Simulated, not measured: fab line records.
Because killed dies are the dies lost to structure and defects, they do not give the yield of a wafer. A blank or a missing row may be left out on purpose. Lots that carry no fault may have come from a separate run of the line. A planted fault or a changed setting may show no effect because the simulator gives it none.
Chamber matching | flow nand-harc | 4 sister chambers for NHARC_A_STAIRCASE_CMP_152 on cmp-04
The step polishes. 8 wafers are shown with their chamber, then 8 later ones without.

== WAFERS PAIRED WITH THEIR CHAMBERS ==
wafer  | chamber | motor-current-A (A)
L076.6 | 1       | 13.5
L081.6 | 1       | 14.0
L084.1 | 0       | 14.0
L084.3 | 3       | 10.8
L088.3 | 2       | 12.4
L088.5 | 2       | 11.8
L088.6 | 3       | 11.2
L089.1 | 0       | 14.1

== WAFERS WITH NO CHAMBER GIVEN ==
wafer  | motor-current-A (A)
L089.3 | 12.0
L089.6 | 14.2
L093.1 | 12.5
L093.2 | 14.4
L093.6 | 10.5
L096.2 | 14.7
L096.3 | 12.6
L096.4 | 10.7

== THE CHAMBER EACH PASSED THROUGH ==
wafer  | from the rows above     | in truth
L089.3 | 2                       | 2
L089.6 | can't be placed: 0 or 1 | 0
L093.1 | 2                       | 2
L093.2 | can't be placed: 0 or 1 | 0
L093.6 | 3                       | 3
L096.2 | can't be placed: 0 or 1 | 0
L096.3 | 2                       | 2
L096.4 | 3                       | 3
Correctly placed: 5 of 8. Not placeable from these rows: 3 (in 3, the candidates include the true chamber). 0 placed wrongly.
How it was worked out, from the rows above alone: a wafer's distance from a chamber is the root of the sum, over the readings, of the square of ((its reading less the chamber's mean) divided by the reading's scatter). If the next closest chamber is less than 2 further off than the closest, the wafer can't be placed; otherwise it belongs to the closest. For every chamber, the mean is computed from those of its wafers that are shown. The scatter: take each reading less its chamber's mean, square it, sum over the shown wafers, divide by the number of wafers less the number of chambers, and take the root.
